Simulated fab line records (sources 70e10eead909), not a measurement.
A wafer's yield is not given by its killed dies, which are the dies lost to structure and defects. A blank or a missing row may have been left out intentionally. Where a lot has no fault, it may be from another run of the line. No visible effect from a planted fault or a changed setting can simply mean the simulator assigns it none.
Matching of chambers    flow nandHarc    NHARC_A_CHANNEL_FILL_D1_ALD_16 on aldHk-04: 4 sister chambers
The step deposits SiO2, target thk 1.5 nm, pulse time 10 s, ald cycles 15. 22 wafers are shown with their chamber, then 11 later ones without.

## EACH WAFER AND ITS CHAMBER
wafer   chamber  heaterPowerW (W)  precursorPulseHeightRel
L075.2  0        465               1.027
L075.5  1        450               1.010
L075.6  0        464               1.028
L077.1  0        458               0.997
L077.5  0        448               1.029
L077.6  1        445               0.997
L078.1  2        439               1.000
L078.4  0        449               0.996
L078.5  0        459               1.025
L079.1  0        451               0.997
L079.3  2        433               1.021
L079.5  3        517               0.985
L081.1  1        452               0.978
L081.2  0        453               0.959
L081.4  3        521               1.017
L083.1  2        436               1.050
L083.4  0        466               0.994
L083.5  0        468               0.996
L089.1  0        465               0.978
L089.4  3        521               1.025
L089.6  2        432               1.002
L090.1  1        450               0.984

SIGNATURES (averages over the wafers above)
reading                  chamber 0  chamber 1  chamber 2  chamber 3  scatter within a chamber
heaterPowerW             458.73     449.25     435.00     519.67     5.85
precursorPulseHeightRel  1.00236    0.99225    1.01825    1.00900    0.0215
Rule: for each reading, subtract the chamber's mean from the wafer's reading, divide by that reading's scatter and square the result; add these up over the readings and take the root, which gives the wafer's distance from the chamber. The wafer belongs to the nearest chamber; if the next one is less than 2 further off, it can't be placed. The scatter is the square root of a quotient: the sum, over the shown wafers, of each reading's squared deviation from its chamber's mean, divided by wafers minus chambers.

## WAFERS MISSING THEIR CHAMBER
wafer   heaterPowerW (W)  precursorPulseHeightRel
L090.3  515               1.011
L090.6  449               1.007
L095.1  436               1.048
L095.2  451               0.996
L095.6  537               0.980
L096.4  458               1.003
L096.5  418               0.998
L096.6  529               0.971
L097.2  439               1.048
L097.5  441               0.997
L097.6  438               0.990

## THE CHAMBER EACH PASSED THROUGH
wafer   from the rows above           in truth
L090.3  3                             3
L090.6  can't be placed: 1 or 0 or 2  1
L095.1  2                             2
L095.2  can't be placed: 1 or 0       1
L095.6  3                             3
L096.4  can't be placed: 0 or 1       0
L096.5  2                             2
L096.6  3                             3
L097.2  can't be placed: 2 or 1       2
L097.5  can't be placed: 2 or 1 or 0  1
L097.6  can't be placed: 2 or 1       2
Correctly placed: 5 of 11. Cannot be placed on the basis of these rows: 6; the candidates contain the true chamber in 6. 0 placed wrongly.
